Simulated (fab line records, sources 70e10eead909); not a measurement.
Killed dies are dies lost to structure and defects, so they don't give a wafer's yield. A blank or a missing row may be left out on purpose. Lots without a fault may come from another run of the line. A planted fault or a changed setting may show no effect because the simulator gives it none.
Which tool did it? | flow nand_harc | 12 lots, 36 wafers sampled, at 1 step of a route of 1302

WHAT THE GAUGES READ, wafer by wafer
NHARC_P_STI_INSPECT_25.
lot  | measured     | on                | raw_defect_count
L075 | day 4 10:22  | defect_inspect-02 | 200 219 265
L077 | day 5 06:16  | defect_inspect-02 | 118 147 144
L079 | day 6 02:24  | defect_inspect-02 | 125 172 251
L081 | day 7 06:37  | defect_inspect-01 | 164 170 161
L083 | day 7 21:26  | defect_inspect-02 | 164 221 143
L085 | day 8 14:17  | defect_inspect-01 | 186 262 180
L087 | day 10 02:55 | defect_inspect-01 | 226 273 330
L089 | day 10 02:55 | defect_inspect-02 | 332 340 219
L091 | day 11 00:42 | defect_inspect-01 | 197 215 199
L093 | day 12 02:16 | defect_inspect-01 | 223 197 252
L095 | day 12 17:29 | defect_inspect-01 | 104 134 145
L097 | day 13 15:27 | defect_inspect-01 | 134 101 200

WHICH TOOL RAN EACH LOT (tool, then ch and the chambers of the sampled wafers, then the start)
The record holds no process step before these readings.

THE ANSWER, worked out from the rows above alone
Rule: what is usual is taken from the lots themselves. Put in order of their means at a reading, lots are off if they are a third of the lots or fewer, leave a main group of 4 or more, and stand apart from it by a gap of 3 or more times the standard deviation of the main group's means; of several such gaps the widest counts. A main group whose means are all the same, to the digits that the tables above print for the reading, isn't used. A lot without any number at a reading at which 4 lots or more have one is off too. The other lots that the step has rows for count as sound.
No lot is off at any reading shown: from this, nothing can be told.

WHAT THE SIMULATOR HAD PUT IN
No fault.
